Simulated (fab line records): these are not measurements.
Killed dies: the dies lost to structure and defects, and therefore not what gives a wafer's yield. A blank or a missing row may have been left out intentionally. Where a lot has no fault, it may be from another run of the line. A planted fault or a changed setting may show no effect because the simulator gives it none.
What tool caused it?	flow n5Finfet	8 lots with 24 wafers sampled at 4 steps, on a route of 1938 steps

## WHAT EACH GAUGE READ, for each wafer
N5_BEOL_M4_RC_MEAS_101. Usual: DIBL_N 36.3 mV/V, standard deviation 1.6; DIBL_P 36.5 mV/V, standard deviation 1.6; IOFF_N 0.163 nA/um, standard deviation 0.026; IOFF_P 0.22 nA/um, standard deviation 0.033; ION_N 676 uA/um, standard deviation 9.9; ION_P 464 uA/um, standard deviation 6.5; SS_N 71.5 mV/dec, standard deviation 0.5; SS_P 73.3 mV/dec, standard deviation 0.64; VT_N 249.3 mV, standard deviation 2.9; VT_P -250 mV, standard deviation 3.2.
lot	measured	on	DIBL_N (mV/V)	DIBL_P (mV/V)	IOFF_N (nA/um)	IOFF_P (nA/um)	ION_N (uA/um)	ION_P (uA/um)	SS_N (mV/dec)	SS_P (mV/dec)	VT_N (mV)	VT_P (mV)	flag
L619	day 9 16:22	prober-02	36.9 37.0 35.6	37.9 38.1 36.5	0.179 0.182 0.160	0.22 0.22 0.20	673 688 697	463 466 464	71.6 71.7 70.8	74.8 73.9 74.3	245.1 246.4 248.8	-251 -250 -253	
L623	day 10 18:48	prober-02	38.9 39.4 39.1	37.9 38.2 37.9	0.218 0.235 0.222	0.28 0.28 0.28	683 689 696	474 469 473	72.0 72.1 72.5	73.7 74.2 73.8	246.9 242.8 244.2	-247 -246 -245	
L627	day 11 22:40	prober-02	34.6 34.3 36.5	35.7 35.6 38.5	0.129 0.123 0.157	0.19 0.19 0.22	658 671 670	457 467 464	71.6 71.3 71.7	72.6 72.8 72.6	253.8 253.7 250.7	-253 -250 -250	
L628	day 12 06:45	prober-02	37.3 36.9 36.6	36.9 36.7 36.5	0.188 0.187 0.175	0.22 0.22 0.21	682 675 680	458 459 461	72.1 72.5 72.1	73.1 73.4 72.7	246.8 244.9 248.3	-248 -250 -249	
L630	day 12 13:53	prober-01	36.2 35.1 35.8	36.7 35.2 36.3	0.152 0.132 0.154	0.19 0.17 0.18	667 659 683	455 454 461	71.4 71.5 71.4	73.9 73.3 73.4	250.6 254.4 250.6	-255 -253 -256	
L633	day 13 19:29	prober-01	33.9 34.3 34.3	34.1 34.0 33.9	0.123 0.123 0.128	0.21 0.20 0.21	676 665 663	477 459 467	71.4 71.0 71.2	72.4 73.1 72.2	255.8 254.4 256.5	-246 -248 -247	
L636	day 14 04:17	prober-01	36.0 34.9 35.7	37.1 35.2 36.3	0.169 0.145 0.164	0.22 0.19 0.22	669 662 672	465 456 462	71.8 71.6 71.7	73.4 73.5 73.8	249.5 252.3 250.3	-250 -251 -248	
L637	day 14 08:29	prober-01	36.3 36.5 38.5	35.8 35.5 39.0	0.173 0.165 0.217	0.24 0.23 0.30	681 671 696	463 462 473	71.5 72.0 72.0	73.2 74.0 74.1	246.1 247.7 243.8	-246 -246 -245	

N5_BEOL_M12_OCD_MEAS_35. Usual: trenchDepthNm 318 nm, standard deviation 4.1.
lot	measured	on	trenchDepthNm (nm)	flag
L619	day 12 19:04	ocd-01	322 311 319	
L623	day 13 19:36	ocd-01	320 314 314	
L627	day 14 22:44	ocd-01	0 0 0	OFF
L628	day 15 04:39	ocd-01	0 0 0	OFF
L630	day 15 17:36	ocd-01	0 0 0	OFF
L633	day 16 18:15	ocd-02	317 316 320	
L636	day 16 22:10	ocd-02	322 313 319	
L637	day 16 22:37	ocd-01	311 318 310	

## WHAT TOOL EACH LOT RAN ON (gives the tool, then ch and the chambers of the sampled wafers, and finally the start)
lot	N5_BEOL_M12_VIA_ETCH_16	N5_BEOL_M12_TRENCH_ETCH_34
L619	rieDiel-03 ch 0,1,2, day 12 17:36	rieDiel-01 ch 1,2,3, day 12 18:55
L623	rieDiel-04 ch 0,1,2, day 13 17:46	rieDiel-04 ch 0,2,3, day 13 19:27
L627	rieDiel-01 ch 0,2,3, day 14 21:16	rieDiel-04 ch 0,1,2, day 14 22:34
L628	rieDiel-04 ch 0,2, day 15 03:04	rieDiel-04 ch 0,2,3, day 15 04:30
L630	rieDiel-03 ch 1,2,3, day 15 16:14	rieDiel-01 ch 0,2,3, day 15 17:27
L633	rieDiel-01 ch 0,2,3, day 16 16:30	rieDiel-04 ch 0,3, day 16 18:05
L636	rieDiel-04 ch 1,3, day 16 20:43	rieDiel-04 ch 0,3, day 16 22:01
L637	rieDiel-03 ch 0,3, day 16 21:01	rieDiel-01 ch 0,3, day 16 22:28
- N5_BEOL_M12_VIA_ETCH_16: etches SiOC in C4F8/O2/Ar, target depth 724.8 nm.
- N5_BEOL_M12_TRENCH_ETCH_34: etches SiOC in C4F8/O2/Ar, target depth 318.95 nm, time 125.5 s.

## WHAT THE TOOLS THEMSELVES READ (means of the sampled wafers that have a number; where no wafer has one, the mark that the record gives instead)
N5_BEOL_M12_VIA_ETCH_16. Usual: C4F8_flow_sccm 15.01 sccm, standard deviation 0.044; O2_flow_sccm 7.999 sccm, standard deviation 0.022; biasW 700.1 W, standard deviation 2.1; chamberPressureMTorr 29.999 mTorr, standard deviation 0.027; drypumpMotorCurrentA 5.8 A, standard deviation 0.33; heOuterTorr 30.00 Torr, standard deviation 0.062; mfcArSccm 400.1 sccm, standard deviation 1.3; oesProductAu 0.71 a.u., standard deviation 0.063; rfVppV 665 V, standard deviation 3.5; showerheadPlenumPTorr 3.39 Torr, standard deviation 0.13; throttleValvePct 24.2 %, standard deviation 0.3.
lot	tool	C4F8_flow_sccm (sccm)	O2_flow_sccm (sccm)	biasW (W)	chamberPressureMTorr (mTorr)	drypumpMotorCurrentA (A)	heOuterTorr (Torr)	mfcArSccm (sccm)	oesProductAu (a.u.)	rfVppV (V)	showerheadPlenumPTorr (Torr)	throttleValvePct (%)	flag
L619	rieDiel-03	14.99	7.990	698.2	29.988	5.6	29.99	400.5	0.74	664	3.40	24.2	
L623	rieDiel-04	15.00	7.993	700.0	29.981	5.8	29.95	399.6	0.71	667	3.48	24.3	
L627	rieDiel-01	15.00	8.012	701.9	30.002	6.0	30.01	400.4	0.73	663	3.30	24.1	
L628	rieDiel-04	15.03	7.995	700.6	30.007	5.5	30.05	399.7	0.69	665	3.37	24.2	
L630	rieDiel-03	14.97	7.988	699.6	30.029	5.9	29.92	399.7	0.68	665	3.36	24.3	
L633	rieDiel-01	15.02	8.006	699.4	29.999	6.0	29.96	400.8	0.71	662	3.29	24.1	
L636	rieDiel-04	14.97	7.991	698.9	29.995	5.8	29.97	399.9	0.70	669	3.59	24.4	
L637	rieDiel-03	15.03	7.963	700.4	29.985	5.7	30.01	400.5	0.67	661	3.27	24.4	

N5_BEOL_M12_TRENCH_ETCH_34. Usual: C4F8_flow_sccm 15.00 sccm, standard deviation 0.05; O2_flow_sccm 7.998 sccm, standard deviation 0.025; biasW 699.7 W, standard deviation 2.2; chamberPressureMTorr 30.00 mTorr, standard deviation 0.031; drypumpMotorCurrentA 5.8 A, standard deviation 0.32; heOuterTorr 30.01 Torr, standard deviation 0.06; mfcArSccm 400.0 sccm, standard deviation 1.1; oesProductAu 0.79 a.u., standard deviation 0.064; rfVppV 665 V, standard deviation 3.8; showerheadPlenumPTorr 3.42 Torr, standard deviation 0.14; throttleValvePct 24.2 %, standard deviation 0.31.
lot	tool	C4F8_flow_sccm (sccm)	O2_flow_sccm (sccm)	biasW (W)	chamberPressureMTorr (mTorr)	drypumpMotorCurrentA (A)	heOuterTorr (Torr)	mfcArSccm (sccm)	oesProductAu (a.u.)	rfVppV (V)	showerheadPlenumPTorr (Torr)	throttleValvePct (%)	flag
L619	rieDiel-01	14.97	8.009	696.9	30.00	6.0	29.96	399.7	0.78	664	3.33	24.1	
L623	rieDiel-04	14.98	8.000	697.5	30.01	5.6	30.03	399.8	0.77	667	3.47	24.3	
L627	rieDiel-04	-	-	-	-	-	-	-	-	-	-	-	OFF
L628	rieDiel-04	-	-	-	-	-	-	-	-	-	-	-	OFF
L630	rieDiel-01	-	-	-	-	-	-	-	-	-	-	-	OFF
L633	rieDiel-04	14.98	8.008	702.2	29.98	5.6	30.01	399.2	0.77	667	3.49	24.3	
L636	rieDiel-04	15.01	8.017	701.0	29.99	5.6	29.98	399.2	0.77	664	3.39	24.1	
L637	rieDiel-01	15.03	8.012	700.1	30.02	6.0	30.07	399.9	0.74	661	3.25	24.1	

## THE ANSWER, worked out from the rows above alone
Rule: a lot is off if the mean of its wafers that have a number lies more than 3 standard deviations from the usual mean. Also off: a lot with no number at a reading for which 4 or more lots have one. Any other lot the step has rows for is counted as sound. After the gauges, taken in route order, come the tools' own readings; for these a lot's mean is taken, as printed above. The first step at which some lot is off is used, and at that step the reading that is off furthest; a lot without a number counts as furthest.
Off: L627, L628, L630 (N5_BEOL_M12_OCD_MEAS_35, trenchDepthNm).
A tool fits if, at a process step before that reading, it ran every lot that is off, and no sound lot after the first of them. The gauges at N5_BEOL_M12_OCD_MEAS_35 aren't tried: what is off there is off at N5_BEOL_M12_TRENCH_ETCH_34 too, on other tools, and a gauge's error can't cause that. No candidate that was tried fits.

## WHAT WAS PUT IN BY THE SIMULATOR
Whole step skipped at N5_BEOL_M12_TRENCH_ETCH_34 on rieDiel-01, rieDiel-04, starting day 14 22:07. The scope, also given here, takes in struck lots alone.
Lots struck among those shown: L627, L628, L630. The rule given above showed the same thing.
